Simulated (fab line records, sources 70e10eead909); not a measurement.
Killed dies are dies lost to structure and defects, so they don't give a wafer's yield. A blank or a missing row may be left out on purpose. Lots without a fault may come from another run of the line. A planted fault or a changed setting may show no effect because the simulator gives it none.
Which tool did it? | flow nand_harc | 15 lots, 44 wafers sampled, at 4 steps of a route of 1302

WHAT THE GAUGES READ, wafer by wafer
NHARC_A_CONTACT_CD_MEAS_15.
lot  | measured     | on        | cd_nm (nm)
L696 | day 23 06:50 | cd_sem-03 | 190.0 190.0 189.4
L694 | day 23 08:41 | cd_sem-03 | 190.3 190.0 189.8
L699 | day 25 01:47 | cd_sem-02 | 188.6 188.4 188.6
L700 | day 25 07:38 | cd_sem-03 | 188.9 190.3 189.7
L701 | day 25 13:49 | cd_sem-03 | 189.2 189.2
L703 | day 26 05:06 | cd_sem-01 | 190.6 189.9 189.5
L708 | day 28 13:04 | cd_sem-03 | 190.6 190.5 189.6
L709 | day 28 10:44 | cd_sem-03 | 189.8 189.9 189.8
L707 | day 28 14:37 | cd_sem-02 | 190.0 189.6 189.1
L710 | day 28 16:28 | cd_sem-03 | 190.5 189.8 190.1
L712 | day 29 23:57 | cd_sem-01 | 189.1 189.1 190.0
L711 | day 30 01:06 | cd_sem-01 | 190.1 190.6 190.4
L713 | day 30 05:52 | cd_sem-03 | 190.2 191.2 190.8
L714 | day 30 20:09 | cd_sem-01 | 189.7 189.8 190.1
L715 | day 31 01:22 | cd_sem-02 | 188.3 188.7 188.8

WHICH TOOL RAN EACH LOT (tool, then ch and the chambers of the sampled wafers, then the start)
lot  | NHARC_A_CONTACT_ETCH_30            | NHARC_A_CONTACT_ETCH_31                       | NHARC_A_CONTACT_ETCH_134
L696 | rie_diel-12 ch 0,2,3, day 23 04:10 | rie_diel-12 ch 2,3, day 23 04:46 or earlier   | har_cap_etch-01 ch 0,1, day 23 04:46
L694 | rie_diel-03 ch 0,3, day 23 06:01   | rie_diel-03 ch 1,2,3, day 23 06:37 or earlier | har_cap_etch-03 ch 0,1, day 23 06:37
L699 | rie_diel-12 ch 2,3, day 24 22:50   | rie_diel-12 ch 0,2, day 24 23:32 or earlier   | har_cap_etch-02 ch 0,1, day 24 23:32
L700 | rie_diel-12 ch 2,3, day 25 04:58   | rie_diel-12 ch 0,1,2, day 25 05:37 or earlier | har_cap_etch-02 ch 0,1, day 25 05:37
L701 | rie_diel-12 ch 2,3, day 25 11:08   | rie_diel-12 ch 0,3, day 25 11:44 or earlier   | har_cap_etch-01 ch 1, day 25 11:44
L703 | rie_diel-12 ch 0,3, day 26 02:25   | rie_diel-12 ch 1,2,3, day 26 03:01 or earlier | har_cap_etch-03 ch 0,1, day 26 03:01
L708 | rie_diel-12 ch 0,3, day 28 07:06   | rie_diel-12 ch 0,1,3, day 28 07:51 or earlier | har_cap_etch-02 ch 0,1, day 28 07:51
L709 | rie_diel-03 ch 0,2,3, day 28 08:04 | rie_diel-03 ch 0,2, day 28 08:44 or earlier   | har_cap_etch-03 ch 0,1, day 28 08:44
L707 | rie_diel-12 ch 0,2,3, day 28 11:57 | rie_diel-12 ch 0,1,2, day 28 12:35 or earlier | har_cap_etch-01 ch 0,1, day 28 12:35
L710 | rie_diel-13 ch 1,2,3, day 28 13:48 | rie_diel-13 ch 1,2,3, day 28 14:26 or earlier | har_cap_etch-02 ch 0,1, day 28 14:26
L712 | rie_diel-03 ch 1,2, day 29 21:10   | rie_diel-03 ch 1,2,3, day 29 21:55 or earlier | har_cap_etch-03 ch 0,1, day 29 21:55
L711 | rie_diel-12 ch 0,1, day 29 22:26   | rie_diel-12 ch 1,2,3, day 29 23:02 or earlier | har_cap_etch-02 ch 0,1, day 29 23:02
L713 | rie_diel-12 ch 0,1,3, day 30 03:13 | rie_diel-12 ch 0,1,3, day 30 03:49 or earlier | har_cap_etch-02 ch 0,1, day 30 03:49
L714 | rie_diel-03 ch 0,1,2, day 30 17:23 | rie_diel-03 ch 1,3, day 30 18:05 or earlier   | har_cap_etch-03 ch 0,1, day 30 18:05
L715 | rie_diel-12 ch 0,1,3, day 30 21:50 | rie_diel-12 ch 0,1,3, day 30 22:38 or earlier | har_cap_etch-01 ch 0,1, day 30 22:38
- NHARC_A_CONTACT_ETCH_30: etches the open film in CF4/CHF3, target depth 72.6 nm, time 36.3 s.
- NHARC_A_CONTACT_ETCH_31: etches the open film in O2/COS, target depth 2800 nm, time 728 s.
- NHARC_A_CONTACT_ETCH_134: etches the open film in C4F8/O2/Ar, time 140 s, target depth 700 nm.

WHAT THE TOOLS THEMSELVES READ (means of the sampled wafers that have a number; where no wafer has one, the mark that the record gives instead)
NHARC_A_CONTACT_ETCH_30.
lot  | tool        | bias_w (W) | drypump_motor_current_A (A) | oes_product_au (a.u.) | rf_vpp_V (V) | showerhead_plenum_p_Torr (Torr) | throttle_valve_pct (%)
L696 | rie_diel-12 | 199.9      | 5.8                         | 0.926                 | 368.7        | 1.52                            | 16.800
L694 | rie_diel-03 | 200.4      | 6.1                         | 0.939                 | 369.5        | 1.54                            | 16.794
L699 | rie_diel-12 | 199.8      | 6.1                         | 0.925                 | 368.7        | 1.52                            | 16.788
L700 | rie_diel-12 | 199.8      | 5.9                         | 0.880                 | 370.7        | 1.56                            | 16.807
L701 | rie_diel-12 | 199.8      | 6.0                         | 0.869                 | 369.6        | 1.54                            | 16.806
L703 | rie_diel-12 | 200.0      | 5.4                         | 0.891                 | 368.1        | 1.52                            | 16.801
L708 | rie_diel-12 | 200.8      | 5.4                         | 0.927                 | 368.0        | 1.52                            | 16.805
L709 | rie_diel-03 | 199.6      | 6.2                         | 0.920                 | 370.7        | 1.60                            | 16.796
L707 | rie_diel-12 | 200.4      | 5.7                         | 0.922                 | 368.3        | 1.52                            | 16.796
L710 | rie_diel-13 | 200.1      | 5.8                         | 0.916                 | 371.4        | 1.59                            | 16.802
L712 | rie_diel-03 | 200.1      | 5.5                         | 0.938                 | 369.7        | 1.53                            | 16.806
L711 | rie_diel-12 | 199.8      | 5.4                         | 0.926                 | 367.0        | 1.49                            | 16.802
L713 | rie_diel-12 | 199.9      | 5.6                         | 0.932                 | 369.1        | 1.53                            | 16.817
L714 | rie_diel-03 | 200.0      | 5.9                         | 0.926                 | 371.7        | 1.59                            | 16.800
L715 | rie_diel-12 | 199.8      | 5.6                         | 0.932                 | 367.8        | 1.53                            | 16.808

NHARC_A_CONTACT_ETCH_31.
lot  | tool        | bias_w (W) | drypump_motor_current_A (A) | oes_product_au (a.u.) | rf_vpp_V (V) | showerhead_plenum_p_Torr (Torr) | throttle_valve_pct (%)
L696 | rie_diel-12 | 300.0      | 6.2                         | 0.995                 | 312.2        | 3.02                            | 28.332
L694 | rie_diel-03 | 300.0      | 5.8                         | 1.011                 | 313.6        | 3.08                            | 28.334
L699 | rie_diel-12 | 300.6      | 5.6                         | 1.006                 | 310.8        | 2.94                            | 28.327
L700 | rie_diel-12 | 300.4      | 5.8                         | 1.007                 | 312.1        | 2.96                            | 28.338
L701 | rie_diel-12 | 299.2      | 5.5                         | 0.997                 | 312.4        | 3.05                            | 28.318
L703 | rie_diel-12 | 300.1      | 6.0                         | 0.991                 | 312.9        | 3.03                            | 28.332
L708 | rie_diel-12 | 299.9      | 5.6                         | 1.004                 | 312.8        | 3.03                            | 28.325
L709 | rie_diel-03 | 300.7      | 6.3                         | 1.004                 | 313.9        | 3.15                            | 28.324
L707 | rie_diel-12 | 300.3      | 5.8                         | 1.007                 | 311.6        | 2.95                            | 28.327
L710 | rie_diel-13 | 299.9      | 5.8                         | 0.992                 | 314.2        | 3.15                            | 28.323
L712 | rie_diel-03 | 300.4      | 5.8                         | 1.002                 | 313.0        | 3.05                            | 28.329
L711 | rie_diel-12 | 300.7      | 6.0                         | 0.998                 | 313.9        | 3.03                            | 28.327
L713 | rie_diel-12 | 299.9      | 5.6                         | 1.000                 | 313.5        | 3.03                            | 28.327
L714 | rie_diel-03 | 299.9      | 5.7                         | 1.001                 | 312.6        | 3.07                            | 28.327
L715 | rie_diel-12 | 301.0      | 5.6                         | 1.003                 | 312.3        | 3.02                            | 28.326

THE ANSWER, worked out from the rows above alone
Rule: what is usual is taken from the lots themselves. Put in order of their means at a reading, lots are off if they are a third of the lots or fewer, leave a main group of 4 or more, and stand apart from it by a gap of 3 or more times the standard deviation of the main group's means; of several such gaps the widest counts. A main group whose means are all the same, to the digits that the tables above print for the reading, isn't used. A lot without any number at a reading at which 4 lots or more have one is off too. The other lots that the step has rows for count as sound. The gauges are gone through in route order, then the tools' own readings, and for those a lot's mean is taken as printed above. The first step at which some lot is off is used, and at that step the reading that is off furthest; a lot without a number counts as furthest.
Off: L700, L701, L703, at NHARC_A_CONTACT_ETCH_30 (oes_product_au). The main group: mean 0.927 a.u., standard deviation 0.0066.
A tool fits if, at that step or a process step before it, it ran every lot that is off, and no sound lot after the first of them. None of those tried fits.

WHAT THE SIMULATOR HAD PUT IN
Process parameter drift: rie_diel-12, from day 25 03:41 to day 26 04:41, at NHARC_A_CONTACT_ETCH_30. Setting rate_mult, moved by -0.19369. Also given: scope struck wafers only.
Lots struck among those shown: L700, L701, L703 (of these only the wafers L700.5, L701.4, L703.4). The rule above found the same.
